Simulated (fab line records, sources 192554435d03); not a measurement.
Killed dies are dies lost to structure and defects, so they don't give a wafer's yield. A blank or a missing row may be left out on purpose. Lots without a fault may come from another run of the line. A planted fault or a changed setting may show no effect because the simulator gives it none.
A struck lot beside a sound one | flow n5_finfet | 16 steps out of a route of 1938
Sound: wafers L707.2, L707.3, L707.6. Struck: wafer L718.5. (L718.1 of the same lot was not struck and is left out.) The cause comes at the end.
At each step with rows: each side's tool, then ch and its chambers, then its first start. Under that, the readings that differ: sound wafers | struck wafers | difference of the means | sigmas: that difference in standard deviations of wafers without a fault.
alike: readings whose means differ by less than 2 such deviations, and words and numbers that are the same on both sides. not compared: withheld readings, readings that some wafer has no value for, bounds like >300 that may hide the same value, and numbers for which the record gives no deviation and whose values overlap.
The two part at a step that has a row with sigmas, a row that says differs or no value, or rows on one side only. Numbers that don't overlap but have no deviation are shown without sigmas and don't part them. A reading that every wafer of one side lacks parts them only if that side has two wafers or more.

N5_MOL_CONTACT_COAG_CD_MEAS_08: target cd 28 nm.
  sound on cd_sem-02 ch 0, day 6 12:22; struck on cd_sem-03 ch 0, day 9 11:43
  alike: cd_nm
N5_MOL_CONTACT_COAG_OVL_MEAS_09:
  sound on overlay-01 ch 0, day 6 12:25; struck on overlay-02 ch 0, day 9 11:44
  reading     | sound        | struck | difference | sigmas
  CA_OVL (nm) | 0.9 -0.1 0.5 | 1.7    | +1.3       | +2
N5_MOL_CONTACT_COAG_INSPECT_10: inspects for defects (brightfield).
  sound on defect_inspect-01, day 6 12:28; struck on defect_inspect-02, day 9 11:48
  alike: raw_defect_count
N5_MOL_CONTACT_COAG_DESCUM_13: chemistry O2, time 7 s.
  sound on rie_diel-01 ch 0,2,3, day 6 12:30; struck on rie_diel-03 ch 3, day 9 11:50
  alike: bias_power_w, drypump_motor_current_A, oes_product_au, rf_vpp_V, showerhead_plenum_p_Torr, throttle_valve_pct
  not compared: rf_hours_counter_h
then, 1 step without rows for these wafers: N5_MOL_CONTACT_COAG_ETCH_59 (etches underlayer in N2/H2, target depth 13 nm, time 10.4 s).
N5_MOL_CONTACT_COAG_ETCH_105: etches SiARC in CF4, target depth 15.6 nm, time 26 s.
  sound on rie_diel-01 ch 0,2,3, day 6 12:33; struck on rie_diel-03 ch 3, day 9 11:53
  alike: drypump_motor_current_A, etch_rf_on_time_s, oes_product_au, rf_vpp_V, showerhead_plenum_p_Torr, throttle_valve_pct
  not compared: rf_hours_counter_h
then, 3 steps without rows for these wafers: N5_MOL_CONTACT_COAG_ETCH_106 (etches SOC in N2/H2, target depth 80 nm, overetch 16 nm, time 120 s); N5_MOL_CONTACT_COAG_STRIP_107 (strips in N2/H2); N5_MOL_CONTACT_COAG_STRIP_108 (strips in N2/H2).
N5_MOL_CONTACT_COAG_CONTACT_ETCH_14: etches SiO2 in C4F6/O2, target depth 27.5 nm, overetch 8.5 nm, time 20 s.
  sound on rie_diel-01 ch 0,2,3, day 6 12:41; struck on rie_diel-03 ch 3, day 9 12:01
  alike: drypump_motor_current_A, oes_o_777_au, oes_product_au, rf_vpp_V, showerhead_plenum_p_Torr, throttle_valve_pct
  not compared: rf_hours_counter_h
then, 1 step without rows for these wafers: N5_MOL_CONTACT_COAG_STRIP_109 (strips in C4F6/O2).
N5_MOL_CONTACT_COAG_ETCH_15: etches SiNx in CH3F/O2, stops on Si:P, target depth 7 nm.
  sound on rie_diel-01 ch 0,2,3, day 6 12:43; struck on rie_diel-03 ch 3, day 9 12:03
  alike: drypump_motor_current_A, oes_o_777_au, oes_product_au, rf_vpp_V, showerhead_plenum_p_Torr, throttle_valve_pct
  not compared: rf_hours_counter_h
N5_MOL_CONTACT_COAG_ETCH_110: etches Si in CF4/O2, target depth 2.5 nm, time 8 s.
  sound on rie_diel-01 ch 0,2,3, day 6 12:46; struck on rie_diel-03 ch 3, day 9 12:07
  reading                                            | sound             | struck | difference | sigmas
  oes_product_au (a.u.)                              | 0.85 0.71 0.81    | 0.61   | -0.18      | -2
  model.etch.depth_nm (nm)                           | 2.507 2.444 2.587 | 1.708  | -0.805     |
  model.SOC_of_MOL_CONTACT_COAG_COAT_103.thk_nm (nm) | 74 74 73.8        | 73.4   | -0.5       |
  alike: drypump_motor_current_A, oes_o_777_au, rf_vpp_V, showerhead_plenum_p_Torr, throttle_valve_pct
  not compared: rf_hours_counter_h, model.MOL_CONTACT_COAG.cd_offset_nm
N5_MOL_CONTACT_COAG_STRIP_98: strips in N2/H2.
  sound on rie_diel-01 ch 0,2,3, day 6 12:49; struck on rie_diel-03 ch 3, day 9 12:10
  reading                | sound             | struck | difference | sigmas
  bias_power_w (W)       | 8.041 8.011 8.014 | 7.962  | -0.060     | -2
  throttle_valve_pct (%) | 18.87 19.00 19.02 | 19.53  | +0.57      | +2
  alike: drypump_motor_current_A, oes_product_au, rf_vpp_V, showerhead_plenum_p_Torr
  not compared: rf_hours_counter_h
-- the record jumps here: 4 days lie between the struck wafers' starts before and after (it left off in module MOL_CONTACT_COAG and takes up again in module BEOL_M4, whose first step shown is number 1111 of the route) --
N5_BEOL_M4_RC_MEAS_101:
  sound on prober-01 ch 0, day 10 19:16; struck on prober-01 ch 0, day 13 19:10
  reading   | sound             | struck | difference | sigmas
  VT_N (mV) | 248.0 254.9 248.7 | 256.7  | +6.2       | +2
  alike: DIBL_N, DIBL_P, IOFF_N, IOFF_P, ION_N, ION_P, SS_N, SS_P, VT_P
then, 1 step without rows for these wafers: N5_PASSIVATION_PROBE_49.

WHERE THEY PART
First at N5_MOL_CONTACT_COAG_OVL_MEAS_09; last, within this record, at N5_BEOL_M4_RC_MEAS_101.

WHY: what the simulator had put in
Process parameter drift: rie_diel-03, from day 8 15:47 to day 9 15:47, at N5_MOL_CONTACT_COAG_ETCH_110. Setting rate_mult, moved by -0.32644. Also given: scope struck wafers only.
